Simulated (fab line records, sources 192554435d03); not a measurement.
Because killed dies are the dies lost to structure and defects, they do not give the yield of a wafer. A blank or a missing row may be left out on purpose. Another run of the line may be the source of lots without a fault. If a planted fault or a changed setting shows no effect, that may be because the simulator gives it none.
2 desks, one fault | flow n5_finfet | each desk has only its own numbers; what lay behind them comes last

## METROLOGY DESK
What the gauges read, lot by lot, whatever tool the lot ran on: means of the sampled wafers that have a number. If a lot's mean is further than 4 standard deviations from the usual mean, the lot is out of limits and carries the mark OUT (the distance appears in the brackets). It has 11 readings, of which 7 appear: the earliest out of limits, and the ones furthest out on some lot.
Columns: A = cd_nm at N5_FIN_CUT_CD_MEAS_08, usual 29.08 nm; B = DIBL_N at N5_BEOL_M4_RC_MEAS_101, usual 36.3 mV/V; C = DIBL_P at N5_BEOL_M4_RC_MEAS_101, usual 36.2 mV/V; D = IOFF_N at N5_BEOL_M4_RC_MEAS_101, usual 0.160 nA/um; E = IOFF_P at N5_BEOL_M4_RC_MEAS_101, usual 0.21 nA/um; F = SS_N at N5_BEOL_M4_RC_MEAS_101, usual 71.5 mV/dec; G = SS_P at N5_BEOL_M4_RC_MEAS_101, usual 73.3 mV/dec
lot  | first seen here | A                | B    | C    | D     | E    | F    | G
L891 | day 2 15:07     | 28.92            | 34.0 | 33.8 | 0.131 | 0.17 | 71.0 | 72.5
L892 | day 2 21:10     | 29.25            | 38.1 | 36.7 | 0.169 | 0.25 | 71.8 | 73.2
L899 | day 4 16:35     | 30.83 (+6.5) OUT | 35.9 | 38.0 | 0.159 | 0.20 | 71.9 | 73.0
L900 | day 4 22:16     | 30.04            | 37.5 | 38.5 | 0.188 | 0.24 | 71.7 | 74.4
L902 | day 5 09:23     | 29.27            | 36.8 | 37.3 | 0.168 | 0.20 | 72.0 | 73.5
L905 | day 6 03:47     | 29.38            | 35.2 | 35.1 | 0.138 | 0.18 | 71.3 | 72.6
L907 | day 6 14:55     | 29.23            | 35.5 | 36.1 | 0.138 | 0.18 | 71.3 | 73.2
L908 | day 6 19:53     | 29.27            | 37.2 | 36.0 | 0.177 | 0.24 | 71.5 | 73.3
L909 | day 7 02:23     | 29.28            | 32.8 | 30.9 | 0.112 | 0.15 | 70.5 | 72.6
L911 | day 7 14:44     | 28.95            | 36.1 | 34.9 | 0.161 | 0.21 | 71.2 | 73.5
This desk's verdict: out of limits on L899, starting with L899 at day 4 16:35 (cd_nm at N5_FIN_CUT_CD_MEAS_08). Within limits: L891, L892, L900, L902, L905, L907, L908, L909, L911.

## FOR THE TOOL OWNER'S DESK: euv_scanner-02
The tool's own readings at N5_FIN_CUT_EXPOSE_05 (exposes mask FIN CUT): means of the sampled wafers that have a number, for each lot that ran on this tool. If a lot's mean is further than 4 standard deviations from the usual mean, the lot is out of limits and carries the mark OUT (the distance appears in the brackets).
Columns: A = exposure_dose_mJ_cm2 at N5_FIN_CUT_EXPOSE_05, usual 46.3; B = stage_msd_nm at N5_FIN_CUT_EXPOSE_05, usual 0.850 nm
lot  | first seen here | A               | B
L891 | day 2 14:58     | 46.8            | 0.849
L892 | day 2 21:02     | 46.8            | 0.849
L899 | day 4 16:28     | 50.5 (+6.8) OUT | 0.857
L900 | day 4 22:08     | 49.8 (+5.7) OUT | 0.860
This desk's verdict: out of limits on L899, L900, starting with L899 at day 4 16:28 (exposure_dose_mJ_cm2 at N5_FIN_CUT_EXPOSE_05). Within limits: L891, L892.

## ALL TOGETHER
At day 4 16:28, on L899, L900, the tool owner's desk was in a position to raise an alarm.
An alarm was possible from the metrology desk at day 4 16:35, on L899.
The metrology desk holds a record of L900, inside its limits.
Of the lots named, all ran N5_FIN_CUT_EXPOSE_05 on euv_scanner-02.

## WHAT THE SIMULATOR HAD PUT IN
Process parameters drifting: euv_scanner-02 at N5_FIN_CUT_EXPOSE_05, beginning at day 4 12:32. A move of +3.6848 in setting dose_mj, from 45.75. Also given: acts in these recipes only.
Struck lots among those shown: L899, L900.
Delay (hours) between the fault's onset and each desk's first out-of-limits reading: 4 at the tool owner's desk, 4 at the metrology desk.
